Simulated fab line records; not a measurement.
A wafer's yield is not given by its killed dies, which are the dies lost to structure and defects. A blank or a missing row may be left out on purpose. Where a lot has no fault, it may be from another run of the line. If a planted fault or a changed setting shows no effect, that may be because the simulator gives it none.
Which tool is to blame?    flow n5_finfet    8 lots, 24 wafers sampled, at 6 steps of a route of 1938

## WHAT THE GAUGES SHOWED, per wafer
N5_BEOL_M4_RC_MEAS_101. Usual: DIBL_N 35.9 mV/V, standard deviation 1.9; DIBL_P 35.8 mV/V, standard deviation 2.4; IOFF_N 0.15 nA/um, standard deviation 0.031; IOFF_P 0.21 nA/um, standard deviation 0.037; ION_N 672 uA/um, standard deviation 13; ION_P 462 uA/um, standard deviation 8.3; SS_N 71.5 mV/dec, standard deviation 0.72; SS_P 73.2 mV/dec, standard deviation 0.67; VT_N 250 mV, standard deviation 3.4; VT_P -250 mV, standard deviation 3.4.
lot   measured      on         DIBL_N (mV/V)   DIBL_P (mV/V)   IOFF_N (nA/um)  IOFF_P (nA/um)  ION_N (uA/um)  ION_P (uA/um)  SS_N (mV/dec)   SS_P (mV/dec)   VT_N (mV)    VT_P (mV)       flag
L116  day 10 09:46  prober-01  35.1 33.3 36.9  35.3 33.8 37.2  0.13 0.11 0.16  0.17 0.15 0.20  665 658 675    456 457 459    70.7 70.6 72.0  72.8 73.1 73.7  253 255 251  -254 -257 -251  
L117  day 11 04:35  prober-02  37.5 36.8 39.8  36.0 35.3 39.6  0.17 0.16 0.23  0.22 0.21 0.31  689 670 699    475 464 482    71.7 71.8 72.4  72.8 72.9 73.8  248 248 243  -247 -246 -241  
L119  day 11 05:10  prober-01  36.8 35.0 34.6  38.0 35.3 36.1  0.17 0.14 0.14  0.24 0.20 0.21  676 655 679    465 459 470    71.6 71.8 71.0  73.1 73.2 73.0  249 253 249  -245 -247 -246  
L121  day 11 16:10  prober-01  38.7 38.1 36.4  40.9 38.9 37.9  0.24 0.21 0.17  0.30 0.25 0.22  691 670 684    472 463 469    72.6 72.7 71.6  73.3 72.8 74.0  244 247 251  -245 -244 -247  
L126  day 13 07:49  prober-01  37.3 35.4 35.8  37.4 36.2 35.8  0.19 0.16 0.17  0.26 0.23 0.23  682 676 688    470 472 471    71.5 70.8 70.9  73.0 73.6 72.9  244 247 247  -246 -248 -248  
L128  day 13 22:01  prober-01  38.1 37.9 35.8  39.6 38.2 37.0  0.19 0.18 0.15  0.26 0.23 0.20  677 696 674    462 474 464    72.5 72.1 71.2  74.5 74.2 74.0  246 249 251  -246 -248 -251  
L127  day 13 22:16  prober-02  36.2 37.0 35.5  39.0 39.4 37.0  0.16 0.16 0.14  0.23 0.22 0.19  667 662 672    459 451 461    71.7 71.6 71.8  73.3 73.5 73.1  252 249 252  -248 -250 -250  
L129  day 14 01:53  prober-02  34.6 36.8 36.9  33.6 35.7 35.7  0.13 0.17 0.16  0.20 0.23 0.23  674 690 682    473 475 473    70.6 71.4 71.3  72.7 73.0 72.5  250 249 253  -251 -247 -247  

N5_BEOL_M10_OCD_MEAS_38. Usual: trench_depth_nm reads 149.8 nm (standard deviation 2.7).
lot   measured      on      trench_depth_nm (nm)  flag
L116  day 12 18:31  ocd-01  0 0 0.3               OFF
L117  day 13 11:48  ocd-01  0.2 0 0.3             OFF
L119  day 13 11:58  ocd-02  0 0.3 0               OFF
L121  day 13 21:07  ocd-02  149.4 147.8 152.7     
L126  day 15 07:40  ocd-02  152.2 147.3 146.5     
L128  day 16 03:29  ocd-01  153.5 149.5 154.8     
L127  day 16 08:32  ocd-02  154.2 150.7 156.7     
L129  day 16 08:24  ocd-01  152.2 152.1 150.5     

## TOOL THAT RAN EACH LOT (tool first, then ch and the chambers of the sampled wafers, then the start)
lot   N5_BEOL_M10_STRIP_19                N5_BEOL_M10_VIA_ETCH_34             N5_BEOL_M10_TRENCH_ETCH_37          N5_BEOL_M10_STRIP_77
L116  rie_diel-05 ch 1,2,3, day 12 16:16  rie_diel-05 ch 0,1,2, day 12 18:13  rie_diel-05 ch 0,1,2, day 12 18:19  rie_diel-05 ch 0,1,2, day 12 18:31 or earlier
L117  rie_diel-04 ch 0,2,3, day 13 08:53  rie_diel-05 ch 0,2,3, day 13 11:31  rie_diel-05 ch 0,2,3, day 13 11:37  rie_diel-05 ch 0,2,3, day 13 11:48 or earlier
L119  rie_diel-05 ch 0,1,2, day 13 09:39  rie_diel-06 ch 1,2, day 13 11:41    rie_diel-06 ch 1,2, day 13 11:47    rie_diel-06 ch 1,2, day 13 11:58 or earlier
L121  rie_diel-06 ch 0,1,2, day 13 18:43  rie_diel-06 ch 0,1,2, day 13 20:50  rie_diel-06 ch 0,1,2, day 13 20:56  rie_diel-06 ch 0,1,2, day 13 21:07 or earlier
L126  rie_diel-05 ch 2,3, day 15 04:22    rie_diel-05 ch 0,3, day 15 07:23    rie_diel-05 ch 0,3, day 15 07:29    rie_diel-05 ch 0,3, day 15 07:40 or earlier
L128  rie_diel-05 ch 2,3, day 16 02:26    rie_diel-05 ch 1,2, day 16 03:12    rie_diel-05 ch 1,2, day 16 03:19    rie_diel-05 ch 1,2, day 16 03:29 or earlier
L127  rie_diel-04 ch 0,2,3, day 16 05:25  rie_diel-05 ch 0,1,3, day 16 08:14  rie_diel-05 ch 0,1,3, day 16 08:21  rie_diel-05 ch 0,1,3, day 16 08:32 or earlier
L129  rie_diel-04 ch 1,2,3, day 16 04:52  rie_diel-06 ch 2,3, day 16 08:07    rie_diel-06 ch 2,3, day 16 08:13    rie_diel-06 ch 2,3, day 16 08:24 or earlier
- N5_BEOL_M10_STRIP_19: strips in O2.
- N5_BEOL_M10_VIA_ETCH_34: etches SiCOH lowk in C4F6/O2, target depth 184.5 nm, time 69.2 s.
- N5_BEOL_M10_TRENCH_ETCH_37: etches SiCOH lowk in C4F6/O2, target depth 148.83 nm, time 48 s.
- N5_BEOL_M10_STRIP_77: strips in N2/H2, time 10 s.

## WHAT THE TOOLS THEMSELVES READ (means of the sampled wafers that have a number; where no wafer has one, the mark that the record gives instead)
N5_BEOL_M10_STRIP_19. Usual: drypump_motor_current_A 5.7 A, standard deviation 0.51; oes_product_au 0.76 a.u., standard deviation 0.075; rf_vpp_V 3.6 V, standard deviation 0.65; showerhead_plenum_p_Torr 2.07 Torr, standard deviation 0.073; throttle_valve_pct 16.84 %, standard deviation 0.2.
lot   tool         drypump_motor_current_A (A)  oes_product_au (a.u.)  rf_vpp_V (V)  showerhead_plenum_p_Torr (Torr)  throttle_valve_pct (%)  flag
L116  rie_diel-05  6.0                          0.73                   4.1           2.05                             16.82                   
L117  rie_diel-04  5.3                          0.70                   3.4           2.11                             16.92                   
L119  rie_diel-05  6.1                          0.71                   3.1           2.04                             16.94                   
L121  rie_diel-06  5.9                          0.82                   4.2           2.03                             16.66                   
L126  rie_diel-05  6.1                          0.73                   3.5           2.08                             16.78                   
L128  rie_diel-05  5.8                          0.71                   3.6           2.07                             16.84                   
L127  rie_diel-04  5.3                          0.79                   3.3           2.10                             16.79                   
L129  rie_diel-04  5.2                          0.82                   3.7           2.08                             16.79                   

N5_BEOL_M10_VIA_ETCH_34. Usual: C4F6_flow_sccm 10.006 sccm, standard deviation 0.029; O2_flow_sccm 10.000 sccm, standard deviation 0.029; drypump_motor_current_A 5.7 A, standard deviation 0.52; oes_product_au 0.78 a.u., standard deviation 0.092; rf_vpp_V 664 V, standard deviation 14; showerhead_plenum_p_Torr 2.80 Torr, standard deviation 0.1; throttle_valve_pct 20.99 %, standard deviation 0.21.
lot   tool         C4F6_flow_sccm (sccm)  O2_flow_sccm (sccm)  drypump_motor_current_A (A)  oes_product_au (a.u.)  rf_vpp_V (V)  showerhead_plenum_p_Torr (Torr)  throttle_valve_pct (%)  flag
L116  rie_diel-05  9.980                  9.999                6.1                          0.72                   668           2.76                             21.01                   
L117  rie_diel-05  9.997                  10.004               5.9                          0.73                   678           2.81                             21.01                   
L119  rie_diel-06  10.028                 10.017               5.6                          0.80                   663           2.77                             20.78                   
L121  rie_diel-06  9.992                  9.997                5.9                          0.82                   660           2.75                             20.86                   
L126  rie_diel-05  10.034                 9.986                5.6                          0.70                   674           2.79                             21.17                   
L128  rie_diel-05  9.992                  10.002               6.2                          0.89                   665           2.93                             20.85                   
L127  rie_diel-05  10.001                 9.998                5.8                          0.89                   667           2.86                             20.93                   
L129  rie_diel-06  10.006                 9.995                5.4                          0.83                   667           2.82                             20.69                   

N5_BEOL_M10_TRENCH_ETCH_37. Usual: C4F6_flow_sccm 10.00 sccm, standard deviation 0.031; O2_flow_sccm 10.00 sccm, standard deviation 0.033; drypump_motor_current_A 5.7 A, standard deviation 0.52; oes_product_au 0.78 a.u., standard deviation 0.091; rf_vpp_V 664 V, standard deviation 14; showerhead_plenum_p_Torr 2.80 Torr, standard deviation 0.1; throttle_valve_pct 21.01 %, standard deviation 0.21.
lot   tool         C4F6_flow_sccm (sccm)  O2_flow_sccm (sccm)  drypump_motor_current_A (A)  oes_product_au (a.u.)  rf_vpp_V (V)  showerhead_plenum_p_Torr (Torr)  throttle_valve_pct (%)  flag
L116  rie_diel-05  -                      -                    -                            -                      -             -                                -                       OFF
L117  rie_diel-05  -                      -                    -                            -                      -             -                                -                       OFF
L119  rie_diel-06  -                      -                    -                            -                      -             -                                -                       OFF
L121  rie_diel-06  10.00                  10.01                5.9                          0.82                   660           2.75                             20.88                   
L126  rie_diel-05  10.01                  10.00                5.6                          0.70                   674           2.79                             21.20                   
L128  rie_diel-05  10.04                  10.04                6.2                          0.89                   664           2.93                             20.89                   
L127  rie_diel-05  9.97                   9.99                 5.8                          0.89                   666           2.86                             20.97                   
L129  rie_diel-06  9.98                   9.99                 5.4                          0.82                   668           2.82                             20.71                   

N5_BEOL_M10_STRIP_77. Usual: drypump_motor_current_A 5.7 A, standard deviation 0.53; oes_product_au 0.78 a.u., standard deviation 0.091; rf_vpp_V 59.0 V, standard deviation 0.87; showerhead_plenum_p_Torr 2.50 Torr, standard deviation 0.098; throttle_valve_pct 23.76 %, standard deviation 0.28.
lot   tool         drypump_motor_current_A (A)  oes_product_au (a.u.)  rf_vpp_V (V)  showerhead_plenum_p_Torr (Torr)  throttle_valve_pct (%)  flag
L116  rie_diel-05  6.1                          0.72                   58.6          2.48                             23.83                   
L117  rie_diel-05  5.9                          0.72                   58.7          2.51                             23.71                   
L119  rie_diel-06  5.6                          0.79                   59.4          2.46                             23.37                   
L121  rie_diel-06  5.9                          0.81                   59.5          2.44                             23.60                   
L126  rie_diel-05  5.6                          0.69                   59.0          2.49                             23.96                   
L128  rie_diel-05  6.2                          0.89                   59.6          2.64                             23.64                   
L127  rie_diel-05  5.8                          0.88                   58.7          2.56                             23.66                   
L129  rie_diel-06  5.4                          0.82                   58.6          2.51                             23.39                   

## THE ANSWER, worked out from the rows above alone
Rule: lot off if the mean of its wafers having a number is beyond 3 standard deviations from the usual mean. A lot without any number at a reading at which 4 lots or more have one is off too. All remaining lots with rows at the step are treated as sound. First the gauges in route order, then the tools' own readings, where a lot's mean is used as printed above. The first step at which some lot is off is used, and at that step the reading that is off furthest; a lot without a number counts as furthest.
Off: L116, L117, L119, at N5_BEOL_M10_OCD_MEAS_38 (trench_depth_nm).
If a tool, at a process step before that reading, ran all the lots that are off and no sound lot after the first of them, it fits. The gauges at N5_BEOL_M10_OCD_MEAS_38 aren't tried: what is off there is off at N5_BEOL_M10_TRENCH_ETCH_37 too, on other tools, and a gauge's error can't cause that. N5_BEOL_M10_STRIP_77 gives no start for some lots, so the hours and the order of its lots are those of N5_BEOL_M10_OCD_MEAS_38. No candidate that was tried fits.

## WHAT THE SIMULATOR HAD INSERTED
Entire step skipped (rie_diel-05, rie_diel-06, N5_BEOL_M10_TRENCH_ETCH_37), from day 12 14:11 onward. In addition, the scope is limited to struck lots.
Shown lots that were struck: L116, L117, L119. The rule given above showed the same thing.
